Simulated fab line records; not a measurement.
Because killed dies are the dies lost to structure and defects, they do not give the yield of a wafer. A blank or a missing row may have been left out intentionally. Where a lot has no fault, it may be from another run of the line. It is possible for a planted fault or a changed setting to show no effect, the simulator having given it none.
fab line records + flow n5Finfet
record
- lots=7
- wafers=21
route steps=1938 shown BEOL_M11@1543 BEOL_M14@1730 BEOL_M15@1800 MIM_BOT_ETCH@1866 TV_OPEN@1890
startH: start of the lot's first displayed wafer, in hours after the record's first day + waitH: hours from the lot's prior step to this one + " as in the row above + L1.1+2: one row covering several wafers at once + - either no value or no given start + * or withheld: withheld + < > ~ a bound
route shown NAME@n: a module of which the file shows steps, and the number in the route of the first + usual: mean/standard deviation taken from wafers without a fault + same: alike in all rows + chamber/n: place in a boat + sites: per-site readings + _std_site: the values' standard deviation + _edge_site: inner sites' mean taken away from outer sites' mean + radiusMm: how far each site lies from the wafer's centre + mask NAME#n: copy n + behind: the last tool/chamber to shape the wafer + hold: cause of the lot's hold/its duration in hours/its outcome + device: the n, p or np transistor that did not switch + end of line: the route-end tests of the same wafers + step lacking rows: just its recipe + killed: dies lost to structure and defects at the first sort, not the wafer's yield + map: per-die view of a wafer (x killed, . not killed, _ where there is no die)
set.NAME: the setting as run; set.NAME@STEP: as run at that earlier step + model.NAME: the simulator's own value behind a step, which no gauge read
lots whose settings were changed on purpose; a table a step, a row a wafer
## steps
# step N5_BEOL_M11_COAT_05
# recipe
- resist=CAR-ArF
- spinRpm=1500
- resistThkNm=90
| lot.wafer | tool          | chamber | startH | waitH | set.spinRpm | model.CAR-ArF_of_BEOL_M11_COAT_05.thkNm |
|-----------|---------------|---------|--------|-------|-------------|-----------------------------------------|
| L075.2    | lithoTrack-03 | 0       | -      | -     | 1362        | 94                                      |
| L075.4    | "             | 0       | "      | "     | 1500        | 89.8                                    |
| L075.6    | "             | 0       | "      | "     | 1500        | 90                                      |
| L078.1    | lithoTrack-02 | 0       | -      | -     | 1500        | 89.4                                    |
| L078.4+6  | "             | 0       | "      | "     | 1500        | 89.2                                    |
| L082.2+3  | lithoTrack-02 | 0       | -      | -     | 1500        | 90.4                                    |
| L082.6    | "             | 0       | "      | "     | 1500        | 90                                      |
| L084.1+2  | lithoTrack-02 | 0       | -      | -     | 1500        | 90                                      |
| L084.3    | "             | 0       | "      | "     | 1500        | 90.2                                    |
| L087.4+6  | lithoTrack-03 | 0       | -      | -     | 1500        | 89.8                                    |
| L087.5    | "             | 0       | "      | "     | 1500        | 89.6                                    |
| L093.2+4  | lithoTrack-02 | 0       | -      | -     | 1363        | 94.2                                    |
| L093.5    | "             | 0       | "      | "     | 1500        | 89.8                                    |
| L096.1+4  | lithoTrack-03 | 0       | -      | -     | 1449        | 91.6                                    |
| L096.5    | "             | 0       | "      | "     | 1500        | 89.8                                    |
# step N5_BEOL_M11_EBR_07
# recipe
- solvent=PGMEA
- ebrWidthMm=1.5
# step N5_BEOL_M11_SOFTBAKE_06
# recipe
- tempC=110
- timeS=60
- resist=CAR-ArF
# step N5_BEOL_M11_EXPOSE_08
# recipe
- maskId=M11
- na=1.35
- sourceShape=dipole
- sigmaInner=0.411
- sigmaOuter=0.611
- polarization=te
- doseMj=53.75
# step N5_BEOL_M11_PEB_09
# recipe
- pebTempC=withheld
- pebTimeS=60
- resist=CAR-ArF
# step N5_BEOL_M11_DEVELOP_10
# recipe
- developTimeS=30
- developer=TMAH
- resist=CAR-ArF
- rinseLiquid=diw
- dry=airSpin
- devTempC=23
| lot.wafer | tool          | chamber | startH | waitH | set.spinRpm@BEOL_M11_COAT_05 | model.CAR-ArF_of_BEOL_M11_COAT_05.thkNm |
|-----------|---------------|---------|--------|-------|------------------------------|-----------------------------------------|
| L075.2    | lithoTrack-03 | 0       | -      | -     | 1362                         | 92.4                                    |
| L075.4    | "             | 0       | "      | "     | 1500                         | 88                                      |
| L075.6    | "             | 0       | "      | "     | 1500                         | 88.4                                    |
| L078.1    | lithoTrack-02 | 0       | -      | -     | 1500                         | 87.8                                    |
| L078.4+6  | "             | 0       | "      | "     | 1500                         | 87.6                                    |
| L082.2    | lithoTrack-01 | 0       | -      | -     | 1500                         | 88.6                                    |
| L082.3    | "             | 0       | "      | "     | 1500                         | 88.8                                    |
| L082.6    | "             | 0       | "      | "     | 1500                         | 88.4                                    |
| L084.1+2  | lithoTrack-02 | 0       | -      | -     | 1500                         | 88.2                                    |
| L084.3    | "             | 0       | "      | "     | 1500                         | 88.6                                    |
| L087.4+6  | lithoTrack-01 | 0       | -      | -     | 1500                         | 88                                      |
| L087.5    | "             | 0       | "      | "     | 1500                         | 87.8                                    |
| L093.2    | lithoTrack-01 | 0       | -      | -     | 1363                         | 92.6                                    |
| L093.4    | "             | 0       | "      | "     | 1363                         | 92.4                                    |
| L093.5    | "             | 0       | "      | "     | 1500                         | 88                                      |
| L096.1+4  | lithoTrack-01 | 0       | -      | -     | 1449                         | 89.8                                    |
| L096.5    | "             | 0       | "      | "     | 1500                         | 88                                      |
# step N5_BEOL_M11_DESCUM_16
# recipe
- chemistry=O2
- timeS=7.9
- sourcePowerW=50
- biasPowerW=20
- pressureMtorr=20
- rfFrequencyHz=2.712e+07
- tempC=40
- resist=CAR-ArF
- o2FlowSccm=225
# step N5_BEOL_M11_ETCH_61
# recipe
- chemistry=CF4
- target=SiARC
- targetDepthA=390
- maskMaterial=CAR-ArF
- timeS=65
- ionEnergyEv=80
- pressureMtorr=40
- sourceW=545
- biasW=36
- Ar_flow_sccm=100
- cf4FlowSccm=100
- ends=cleared
# step N5_BEOL_M11_ETCH_62
# recipe
- chemistry=N2/H2
- target=SOC
- targetDepthA=1100
- overetchA=220
- maskMaterial=SiARC
- tempC=40
- timeS=165
- ionEnergyEv=200
- pressureMtorr=30
- sourceW=840
- biasW=150
- n2FlowSccm=200
- h2FlowSccm=200
| lot.wafer  | tool       | chamber | startH | waitH | set.spinRpm@BEOL_M11_COAT_59 | model.etch.depthNm |
|------------|------------|---------|--------|-------|------------------------------|--------------------|
| L075.2     | rieDiel-01 | 1       | 228.35 | 0.0   | 1500                         | 99.91              |
| L075.4     | "          | 2       | "      | "     | 1416                         | 102.7              |
| L075.6     | "          | 0       | "      | "     | 1416                         | 102.6              |
| L078.1     | rieDiel-02 | 3       | 246.01 | 0.0   | 1584                         | 97.08              |
| L078.4     | "          | 0       | "      | "     | 1584                         | 97.15              |
| L078.6     | "          | 2       | "      | "     | 1584                         | 97.28              |
| L082.2     | rieDiel-05 | 0       | 282.68 | 0.0   | 1500                         | 99.81              |
| L082.3     | "          | 2       | "      | "     | 1500                         | 99.71              |
| L082.6     | "          | 0       | "      | "     | 1415                         | 102.8              |
| L084.1     | rieDiel-05 | 0       | 297.49 | 0.0   | 1500                         | 100.2              |
| L084.2+3   | "          | 2,1     | "      | "     | 1500                         | 100.1              |
| L087.4     | rieDiel-05 | 2       | 300.83 | 0.1   | 1500                         | 99.79              |
| L087.5     | "          | 0       | "      | "     | 1500                         | 100.3              |
| L087.6     | "          | 1       | "      | "     | 1379                         | 104.5              |
| L093.2+4+5 | rieDiel-01 | 3,0,1   | 353.82 | 0.0   | 1366                         | 105                |
| L096.1     | rieDiel-02 | 3       | 370.86 | 0.0   | 1500                         | 99.97              |
| L096.4     | "          | 2       | "      | "     | 1500                         | 100.5              |
| L096.5     | "          | 3       | "      | "     | 1500                         | 99.85              |
# step N5_BEOL_M11_STRIP_68
# recipe
- chemistry=N2/H2
- tempC=40
- n2FlowSccm=200
- h2FlowSccm=200
- rfFrequencyHz=6e+07
# step N5_BEOL_M11_STRIP_67
# recipe
- chemistry=CF4
- resist=SiARC
- powerW=300
- biasPowerW=75
- pressureMtorr=50
- cf4FlowSccm=150
- rfFrequencyHz=6e+07
# step N5_BEOL_M11_HM_OPEN_17
# recipe
- chemistry=Cl2/BCl3
- targetDepthA=200
- overetchA=60
- target=TiN
- maskMaterial=SOC
- ionEnergyEv=150
- pressureMtorr=10
- icpW=1000
- biasW=126
- Cl2_flow_sccm=53.25
- bcl3FlowSccm=21.75
- Ar_flow_sccm=25
| lot.wafer | tool        | chamber | startH | waitH | set.spinRpm@BEOL_M11_COAT_59 | model.SOC_of_BEOL_M11_COAT_59.thkNm |
|-----------|-------------|---------|--------|-------|------------------------------|-------------------------------------|
| L075.2    | rieMetal-02 | 0       | 228.53 | 0.0   | 1500                         | 92.2                                |
| L075.4    | "           | 1       | "      | "     | 1416                         | 94.6                                |
| L075.6    | "           | 0       | "      | "     | 1416                         | 94.8                                |
| L078.1+6  | rieMetal-01 | 1,0     | 246.19 | 0.0   | 1584                         | 89                                  |
| L078.4    | "           | 0       | "      | "     | 1584                         | 88.8                                |
| L082.2+3  | rieMetal-02 | 1       | 282.87 | 0.0   | 1500                         | 91.6                                |
| L082.6    | "           | 1       | "      | "     | 1415                         | 94.6                                |
| L084.1+2  | rieMetal-03 | 1,0     | 297.68 | 0.0   | 1500                         | 92.2                                |
| L084.3    | "           | 1       | "      | "     | 1500                         | 92                                  |
| L087.4    | rieMetal-01 | 0       | 300.98 | 0.1   | 1500                         | 91.6                                |
| L087.5    | "           | 0       | "      | "     | 1500                         | 92                                  |
| L087.6    | "           | 1       | "      | "     | 1379                         | 96.4                                |
| L093.2    | rieMetal-03 | 0       | 354.01 | 0.0   | 1366                         | 97.2                                |
| L093.4+5  | "           | 1       | "      | "     | 1366                         | 97                                  |
| L096.1    | rieMetal-03 | 0       | 371.05 | 0.0   | 1500                         | 92.2                                |
| L096.4    | "           | 0       | "      | "     | 1500                         | 92.6                                |
| L096.5    | "           | 1       | "      | "     | 1500                         | 91.8                                |
# step N5_BEOL_M11_VIA_ETCH_34
# recipe
- chemistry=C4F6/O2
- target=SiCOH_lowk
- targetDepthA=1845
- maskMaterial=SOC
- taperDeg=4
- timeS=69.2
- ionEnergyEv=250
- pressureMtorr=30
- sourceW=345
- biasW=185
- Ar_flow_sccm=300
- C4F6_flow_sccm=10
- O2_flow_sccm=10
| lot.wafer | tool       | chamber | startH | waitH | set.timeS | model.etch.depthNm |
|-----------|------------|---------|--------|-------|-----------|--------------------|
| L075.2    | rieDiel-02 | 1       | 229.50 | 0.0   | 69.2      | 184.2              |
| L075.4    | "          | 2       | "      | "     | 69.2      | 184.4              |
| L075.6    | "          | 0       | "      | "     | 69.2      | 188.3              |
| L078.1    | rieDiel-05 | 3       | 251.17 | 0.0   | 61.65     | 165.6              |
| L078.4    | "          | 0       | "      | "     | 69.2      | 185.5              |
| L078.6    | "          | 0       | "      | "     | 61.65     | 164.9              |
| L082.2    | rieDiel-02 | 3       | 285.60 | 0.0   | 73.1      | 190.8              |
| L082.3    | "          | 2       | "      | "     | 73.1      | 195.6              |
| L082.6    | "          | 2       | "      | "     | 69.2      | 185.4              |
| L084.1    | rieDiel-05 | 0       | 299.65 | 0.0   | 69.2      | 184                |
| L084.2    | "          | 1       | "      | "     | 69.2      | 177.2              |
| L084.3    | "          | 2       | "      | "     | 69.2      | 176.3              |
| L087.4    | rieDiel-01 | 3       | 302.38 | 0.0   | 69.2      | 186.5              |
| L087.5    | "          | 0       | "      | "     | 69.2      | 182.4              |
| L087.6    | "          | 1       | "      | "     | 64.65     | 173.2              |
| L093.2    | rieDiel-02 | 2       | 354.90 | 0.0   | 69.2      | 182.7              |
| L093.4    | "          | 2       | "      | "     | 69.2      | 184.6              |
| L093.5    | "          | 1       | "      | "     | 74.75     | 197.3              |
| L096.1    | rieDiel-02 | 3       | 375.39 | 0.0   | 56.36     | 151.7              |
| L096.4    | "          | 2       | "      | "     | 69.2      | 183.9              |
| L096.5    | "          | 0       | "      | "     | 69.2      | 188.6              |
# step N5_BEOL_M11_ETCH_41
# recipe
- chemistry=CH3F/O2
- target=SiCN
- targetDepthA=426
- taperDeg=2
- timeS=86
- ionEnergyEv=120
- maskMaterial=TiN
- pressureMtorr=30
- sourceW=395
- biasW=75
- Ar_flow_sccm=150
- CH3F_flow_sccm=30
- O2_flow_sccm=20
| lot.wafer | tool       | chamber | startH | waitH | set.timeS | model.etch.depthNm |
|-----------|------------|---------|--------|-------|-----------|--------------------|
| L075.2    | rieDiel-02 | 1       | -      | -     | 86        | 32.42              |
| L075.4    | "          | 2       | "      | "     | 86        | 32.4               |
| L075.6    | "          | 0       | "      | "     | 86        | 32.79              |
| L078.1    | rieDiel-05 | 3       | -      | -     | 75.81     | 28.55              |
| L078.4    | "          | 0       | "      | "     | 75.81     | 28.57              |
| L078.6    | "          | 0       | "      | "     | 86        | 32.77              |
| L082.2    | rieDiel-02 | 3       | -      | -     | 100.8     | 36.74              |
| L082.3    | "          | 2       | "      | "     | 86        | 32.19              |
| L082.6    | "          | 2       | "      | "     | 86        | 32.11              |
| L084.1    | rieDiel-05 | 0       | -      | -     | 86        | 32.81              |
| L084.2    | "          | 1       | "      | "     | 86        | 31.58              |
| L084.3    | "          | 2       | "      | "     | 86        | 31.33              |
| L087.4    | rieDiel-01 | 3       | -      | -     | 86        | 32.5               |
| L087.5    | "          | 0       | "      | "     | 103.7     | 38.25              |
| L087.6    | "          | 1       | "      | "     | 86        | 32.2               |
| L093.2    | rieDiel-02 | 2       | -      | -     | 86        | 32.33              |
| L093.4    | "          | 2       | "      | "     | 86        | 32.03              |
| L093.5    | "          | 1       | "      | "     | 86        | 32.42              |
| L096.1    | rieDiel-02 | 3       | -      | -     | 86        | 33.21              |
| L096.4    | "          | 2       | "      | "     | 73.48     | 27.94              |
| L096.5    | "          | 0       | "      | "     | 86        | 33.55              |
# step N5_BEOL_M14_ETCH_59
# recipe
- chemistry=N2/H2
- target=BARC
- targetDepthA=890
- overetchA=267
- timeS=67.9
- ionEnergyEv=200
- pressureMtorr=30
- sourceW=840
- biasW=150
- n2FlowSccm=200
- h2FlowSccm=200
| lot.wafer | tool       | chamber | startH | waitH | set.timeS | model.coat_of_BEOL_M14_COAT_04.thkNm |
|-----------|------------|---------|--------|-------|-----------|--------------------------------------|
| L075.2    | rieDiel-04 | 1       | 247.80 | 0.0   | 63.48     | 719.8                                |
| L075.4    | "          | 3       | "      | "     | 67.9      | 716.4                                |
| L075.6    | "          | 0       | "      | "     | 63.48     | 725.6                                |
| L078.1    | rieDiel-03 | 2       | 263.75 | 0.0   | 55.64     | 730.6                                |
| L078.4    | "          | 2       | "      | "     | 67.9      | 719.8                                |
| L078.6    | "          | 3       | "      | "     | 67.9      | 717.4                                |
| L082.2+6  | rieDiel-04 | 1,2     | 305.29 | 0.0   | 67.9      | 717.2                                |
| L082.3    | "          | 3       | "      | "     | 82.51     | 705.4                                |
| L084.1    | rieDiel-04 | 0       | 317.99 | 0.0   | 67.9      | 722                                  |
| L084.2    | "          | 3       | "      | "     | 67.9      | 718.4                                |
| L084.3    | "          | 2       | "      | "     | 67.9      | 715.6                                |
| L087.4    | rieDiel-04 | 3       | 324.80 | 0.0   | 67.9      | 714.2                                |
| L087.5    | "          | 2       | "      | "     | 67.9      | 712                                  |
| L087.6    | "          | 3       | "      | "     | 67.9      | 716.8                                |
| L093.2    | rieDiel-06 | 2       | 377.24 | 0.0   | 67.9      | 719.8                                |
| L093.4    | "          | 3       | "      | "     | 75.46     | 712.8                                |
| L093.5    | "          | 2       | "      | "     | 75.46     | 713                                  |
| L096.1    | rieDiel-04 | 0       | 391.58 | 0.0   | 67.9      | 719.2                                |
| L096.4    | "          | 2       | "      | "     | 67.9      | 715.4                                |
| L096.5    | "          | 2       | "      | "     | 78.26     | 705.2                                |
# step N5_BEOL_M15_EXPOSE_25
# recipe
- maskId=M15
- na=0.8
- sourceShape=annular
- sigmaInner=0.5
- sigmaOuter=0.8
- polarization=unpolarized
- targetCdNm=400
- doseMj=35.5
| lot.wafer  | tool          | chamber | startH | waitH | mask  | set.doseMj |
|------------|---------------|---------|--------|-------|-------|------------|
| L075.2+4+6 | krfScanner-01 | 0       | 256.19 | -     | M15#0 | 35.5       |
| L078.1+4   | krfScanner-02 | 0       | 272.32 | -     | M15#0 | 33.19      |
| L078.6     | "             | 0       | "      | "     | M15#0 | 35.5       |
| L082.2+6   | krfScanner-02 | 0       | 313.09 | -     | M15#0 | 33.21      |
| L082.3     | "             | 0       | "      | "     | M15#0 | 35.5       |
| L084.1+2+3 | krfScanner-01 | 0       | 325.59 | -     | M15#0 | 35.5       |
| L087.4+5   | krfScanner-01 | 0       | 333.21 | -     | M15#0 | 35.5       |
| L087.6     | "             | 0       | "      | "     | M15#0 | 37.47      |
| L093.2+4   | krfScanner-02 | 0       | 383.40 | -     | M15#0 | 35.5       |
| L093.5     | "             | 0       | "      | "     | M15#0 | 37.23      |
| L096.1+5   | krfScanner-02 | 0       | 397.87 | -     | M15#0 | 37.44      |
| L096.4     | "             | 0       | "      | "     | M15#0 | 35.5       |
# step N5_BEOL_M15_DEVELOP_27
# recipe
- developTimeS=45
- rinseLiquid=diw
- dry=airSpin
- devTempC=21
| lot.wafer  | tool          | chamber | startH | waitH | set.developTimeS |
|------------|---------------|---------|--------|-------|------------------|
| L075.2     | lithoTrack-01 | 0       | -      | -     | 45               |
| L075.4+6   | "             | 0       | "      | "     | 52               |
| L078.1+6   | lithoTrack-05 | 0       | -      | -     | 45               |
| L078.4     | "             | 0       | "      | "     | 41.09            |
| L082.2+3   | lithoTrack-04 | 0       | -      | -     | 45               |
| L082.6     | "             | 0       | "      | "     | 47.71            |
| L084.1+2+3 | lithoTrack-04 | 0       | -      | -     | 45               |
| L087.4     | lithoTrack-01 | 0       | -      | -     | 45               |
| L087.5+6   | "             | 0       | "      | "     | 40.49            |
| L093.2+4+5 | lithoTrack-01 | 0       | -      | -     | 45               |
| L096.1+4+5 | lithoTrack-05 | 0       | -      | -     | 45               |
# step N5_BEOL_M15_HARDBAKE_32
# recipe
- tempC=130
- timeS=120
# step N5_BEOL_M15_CD_MEAS_28
# recipe
- targetCdNm=407.6
- landingEnergyEv=500
- detector=seInlens
# usual
- cdNm=408.2/2
| lot.wafer | tool     | chamber | startH | waitH | set.doseMj@BEOL_M15_EXPOSE_25 | cdNm  |
|-----------|----------|---------|--------|-------|-------------------------------|-------|
| L075.2    | cdSem-03 | 0       | 256.36 | -     | 35.5                          | 409.1 |
| L075.4    | "        | 0       | "      | "     | 35.5                          | 410.0 |
| L075.6    | "        | 0       | "      | "     | 35.5                          | 409.9 |
| L078.1    | cdSem-01 | 0       | 272.49 | -     | 33.19                         | 396.7 |
| L078.4    | "        | 0       | "      | "     | 33.19                         | 397.0 |
| L078.6    | "        | 0       | "      | "     | 35.5                          | 408.3 |
| L082.2    | cdSem-01 | 0       | 313.26 | -     | 33.21                         | 394.3 |
| L082.3    | "        | 0       | "      | "     | 35.5                          | 405.6 |
| L082.6    | "        | 0       | "      | "     | 33.21                         | 394.5 |
| L084.1    | cdSem-02 | 0       | 325.77 | -     | 35.5                          | 410.5 |
| L084.2    | "        | 0       | "      | "     | 35.5                          | 411.3 |
| L084.3    | "        | 0       | "      | "     | 35.5                          | 408.4 |
| L087.4    | cdSem-02 | 0       | 333.37 | -     | 35.5                          | 409.1 |
| L087.5    | "        | 0       | "      | "     | 35.5                          | 412.2 |
| L087.6    | "        | 0       | "      | "     | 37.47                         | 420.9 |
| L093.2    | cdSem-02 | 0       | 383.57 | -     | 35.5                          | 406.0 |
| L093.4    | "        | 0       | "      | "     | 35.5                          | 405.7 |
| L093.5    | "        | 0       | "      | "     | 37.23                         | 412.4 |
| L096.1    | cdSem-02 | 0       | 398.04 | -     | 37.44                         | 415.9 |
| L096.4    | "        | 0       | "      | "     | 35.5                          | 409.1 |
| L096.5    | "        | 0       | "      | "     | 37.44                         | 417.2 |
# step N5_BEOL_M15_DESCUM_33
# recipe
- chemistry=O2
- timeS=7.9
- sourcePowerW=50
- biasPowerW=20
- pressureMtorr=20
- rfFrequencyHz=2.712e+07
- tempC=40
- o2FlowSccm=225
| lot.wafer | tool       | chamber | startH | waitH | set.doseMj@BEOL_M15_EXPOSE_25 | model.BEOL_M15.cdNm |
|-----------|------------|---------|--------|-------|-------------------------------|---------------------|
| L075.2    | rieDiel-01 | 3       | 256.45 | 0.0   | 35.5                          | 409.4               |
| L075.4+6  | "          | 1,3     | "      | "     | 35.5                          | 410                 |
| L078.1+4  | rieDiel-05 | 0,2     | 272.98 | 0.4   | 33.19                         | 396.8               |
| L078.6    | "          | 1       | "      | "     | 35.5                          | 408                 |
| L082.2+6  | rieDiel-05 | 0,1     | 313.48 | 0.2   | 33.21                         | 394.6               |
| L082.3    | "          | 3       | "      | "     | 35.5                          | 405.6               |
| L084.1    | rieDiel-02 | 0       | 325.85 | 0.0   | 35.5                          | 410.2               |
| L084.2    | "          | 2       | "      | "     | 35.5                          | 411.4               |
| L084.3    | "          | 3       | "      | "     | 35.5                          | 408.6               |
| L087.4    | rieDiel-02 | 0       | 333.46 | 0.0   | 35.5                          | 409.2               |
| L087.5    | "          | 2       | "      | "     | 35.5                          | 412.4               |
| L087.6    | "          | 1       | "      | "     | 37.47                         | 421.2               |
| L093.2    | rieDiel-02 | 1       | 383.66 | 0.0   | 35.5                          | 406.4               |
| L093.4    | "          | 0       | "      | "     | 35.5                          | 405.8               |
| L093.5    | "          | 0       | "      | "     | 37.23                         | 412.6               |
| L096.1    | rieDiel-01 | 3       | 398.44 | 0.3   | 37.44                         | 416.2               |
| L096.4    | "          | 1       | "      | "     | 35.5                          | 409.2               |
| L096.5    | "          | 3       | "      | "     | 37.44                         | 417                 |
# step N5_BEOL_M15_ETCH_61
# recipe
- chemistry=N2/H2
- target=BARC
- targetDepthA=890
- overetchA=267
- timeS=67.9
- ionEnergyEv=200
- pressureMtorr=30
- sourceW=840
- biasW=150
- n2FlowSccm=200
- h2FlowSccm=200
| lot.wafer | tool       | chamber | startH | waitH | set.doseMj@BEOL_M15_EXPOSE_25 | model.BEOL_M15.cdNm |
|-----------|------------|---------|--------|-------|-------------------------------|---------------------|
| L075.2    | rieDiel-01 | 3       | 256.48 | 0.0   | 35.5                          | 401.8               |
| L075.4    | "          | 1       | "      | "     | 35.5                          | 401                 |
| L075.6    | "          | 3       | "      | "     | 35.5                          | 402.2               |
| L078.1    | rieDiel-05 | 0       | 273.01 | 0.0   | 33.19                         | 389                 |
| L078.4    | "          | 2       | "      | "     | 33.19                         | 388.6               |
| L078.6    | "          | 1       | "      | "     | 35.5                          | 400                 |
| L082.2    | rieDiel-05 | 0       | 313.52 | 0.0   | 33.21                         | 386.6               |
| L082.3    | "          | 3       | "      | "     | 35.5                          | 397.6               |
| L082.6    | "          | 1       | "      | "     | 33.21                         | 386.4               |
| L084.1    | rieDiel-02 | 0       | 325.89 | 0.0   | 35.5                          | 402                 |
| L084.2    | "          | 2       | "      | "     | 35.5                          | 403.4               |
| L084.3    | "          | 3       | "      | "     | 35.5                          | 401.2               |
| L087.4    | rieDiel-02 | 0       | 333.50 | 0.0   | 35.5                          | 400.8               |
| L087.5    | "          | 2       | "      | "     | 35.5                          | 404.2               |
| L087.6    | "          | 1       | "      | "     | 37.47                         | 414.8               |
| L093.2    | rieDiel-02 | 1       | 383.69 | 0.0   | 35.5                          | 400.2               |
| L093.4    | "          | 0       | "      | "     | 35.5                          | 398.6               |
| L093.5    | "          | 0       | "      | "     | 37.23                         | 405                 |
| L096.1    | rieDiel-01 | 3       | 398.48 | 0.0   | 37.44                         | 408.6               |
| L096.4    | "          | 1       | "      | "     | 35.5                          | 400.6               |
| L096.5    | "          | 3       | "      | "     | 37.44                         | 409                 |
# step N5_MIM_BOT_ETCH_ETCH_04
# recipe
- chemistry=CF4/O2
- target=SiNx
- targetDepthA=260
- timeS=13
- ionEnergyEv=100
- pressureMtorr=40
- sourceW=535
- biasW=49
- Ar_flow_sccm=100
- cf4FlowSccm=100
- O2_flow_sccm=10
# usual
- rfVppV=240/4.5
| lot.wafer | tool       | chamber | startH | waitH | set.sourceW | rfVppV |
|-----------|------------|---------|--------|-------|-------------|--------|
| L075.2    | rieDiel-04 | 3       | 263.21 | 0.0   | 535         | 238    |
| L075.4    | "          | 3       | "      | "     | 535         | 238    |
| L075.6    | "          | 1       | "      | "     | 583.2       | 227    |
| L078.1    | rieDiel-04 | 2       | 283.54 | 0.0   | 535         | 234    |
| L078.4    | "          | 0       | "      | "     | 535         | 239    |
| L078.6    | "          | 2       | "      | "     | 535         | 236    |
| L082.2    | rieDiel-04 | 1       | 324.58 | 0.0   | 472         | 253    |
| L082.3    | "          | 0       | "      | "     | 535         | 237    |
| L082.6    | "          | 3       | "      | "     | 535         | 238    |
| L084.1    | rieDiel-03 | 3       | 337.55 | 0.0   | 535         | 247    |
| L084.2    | "          | 2       | "      | "     | 535         | 246    |
| L084.3    | "          | 0       | "      | "     | 535         | 238    |
| L087.4    | rieDiel-04 | 0       | 342.86 | 0.0   | 535         | 239    |
| L087.5    | "          | 0       | "      | "     | 535         | 237    |
| L087.6    | "          | 1       | "      | "     | 535         | 237    |
| L093.2    | rieDiel-04 | 3       | 392.12 | 0.0   | 449         | 261    |
| L093.4    | "          | 0       | "      | "     | 449         | 261    |
| L093.5    | "          | 0       | "      | "     | 535         | 240    |
| L096.1    | rieDiel-06 | 1       | 412.45 | 0.0   | 535         | 242    |
| L096.4    | "          | 2       | "      | "     | 571.8       | 233    |
| L096.5    | "          | 0       | "      | "     | 571.8       | 235    |
# step N5_PASSIVATION_ETCH_15
# recipe
- chemistry=CF4/N2
- target=SiCN
- targetDepthA=750
- taperDeg=2
- timeS=81.2
- ionEnergyEv=150
- maskMaterial=SiNx
- pressureMtorr=40
- sourceW=430
- biasW=70
- Ar_flow_sccm=100
- cf4FlowSccm=60
- n2FlowSccm=60
# usual
- rfVppV=382.1/2.2
| lot.wafer | tool       | chamber | startH | waitH | set.biasW | rfVppV |
|-----------|------------|---------|--------|-------|-----------|--------|
| L075.2    | rieDiel-05 | 1       | -      | -     | 70        | 380.7  |
| L075.4    | "          | 0       | "      | "     | 70        | 384.6  |
| L075.6    | "          | 3       | "      | "     | 70        | 382.4  |
| L078.1    | rieDiel-01 | 1       | -      | -     | 59.64     | 345.8  |
| L078.4    | "          | 3       | "      | "     | 70        | 379.4  |
| L078.6    | "          | 3       | "      | "     | 70        | 378.3  |
| L082.2    | rieDiel-05 | 3       | -      | -     | 70        | 383.6  |
| L082.3    | "          | 0       | "      | "     | 58.66     | 343.7  |
| L082.6    | "          | 0       | "      | "     | 58.66     | 343.9  |
| L084.1    | rieDiel-01 | 3       | -      | -     | 70        | 379.3  |
| L084.2    | "          | 0       | "      | "     | 70        | 379.7  |
| L084.3    | "          | 1       | "      | "     | 70        | 382.2  |
| L087.4    | rieDiel-01 | 0       | -      | -     | 70        | 380.6  |
| L087.5    | "          | 1       | "      | "     | 75.18     | 402.0  |
| L087.6    | "          | 0       | "      | "     | 75.18     | 397.2  |
| L093.2    | rieDiel-05 | 1       | -      | -     | 70        | 378.8  |
| L093.4    | "          | 3       | "      | "     | 70        | 382.7  |
| L093.5    | "          | 3       | "      | "     | 70        | 383.3  |
| L096.1    | rieDiel-01 | 3       | -      | -     | 70        | 385.5  |
| L096.4    | "          | 2       | "      | "     | 70        | 383.2  |
| L096.5    | "          | 1       | "      | "     | 80.27     | 418.5  |
## key
split
- step=N5_BEOL_M11_COAT_05
- setting=spinRpm
- stated=1500
- by=wafer
response
- step=N5_BEOL_M11_COAT_05
- reading=model.CAR-ArF_of_BEOL_M11_COAT_05.thkNm
- change=-0.468
- per=1%
- r=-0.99
response
- step=N5_BEOL_M11_DEVELOP_10
- reading=model.CAR-ArF_of_BEOL_M11_COAT_05.thkNm
- change=-0.478
- per=1%
- r=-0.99
split
- step=N5_BEOL_M11_VIA_ETCH_34
- setting=timeS
- stated=69.2
- by=wafer
response
- step=N5_BEOL_M11_VIA_ETCH_34
- reading=model.etch.depthNm
- change=+1.81
- per=1%
- r=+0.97
split
- step=N5_BEOL_M11_ETCH_41
- setting=timeS
- stated=86
- by=wafer
response
- step=N5_BEOL_M11_ETCH_41
- reading=model.etch.depthNm
- change=+0.307
- per=1%
- r=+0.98
split
- step=N5_BEOL_M14_ETCH_59
- setting=timeS
- stated=67.9
- by=wafer
response
- step=N5_BEOL_M14_ETCH_59
- reading=model.coat_of_BEOL_M14_COAT_04.thkNm
- change=-0.651
- per=1%
- r=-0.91
split
- step=N5_BEOL_M15_EXPOSE_25
- setting=doseMj
- stated=35.5
- by=wafer
response
- step=N5_BEOL_M15_CD_MEAS_28
- reading=cdNm
- change=+1.64
- per=1%
- r=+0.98
response
- step=N5_BEOL_M15_DESCUM_33
- reading=model.BEOL_M15.cdNm
- change=+1.63
- per=1%
- r=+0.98
response
- step=N5_BEOL_M15_ETCH_61
- reading=model.BEOL_M15.cdNm
- change=+1.69
- per=1%
- r=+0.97
split
- step=N5_BEOL_M15_DEVELOP_27
- setting=developTimeS
- stated=45
- by=wafer
response none clear
split
- step=N5_MIM_BOT_ETCH_ETCH_04
- setting=sourceW
- stated=535
- by=wafer
response
- step=N5_MIM_BOT_ETCH_ETCH_04
- reading=rfVppV
- change=-1.29
- per=1%
- r=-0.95
split
- step=N5_PASSIVATION_ETCH_15
- setting=biasW
- stated=70
- by=wafer
response
- step=N5_PASSIVATION_ETCH_15
- reading=rfVppV
- change=+2.36
- per=1%
- r=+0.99
split outsideThisFile step=N5_BEOL_M11_COAT_59 setting=spinRpm
# split outsideThisFile: this setting was split too, and the file shows its column; the key of that split is in another file
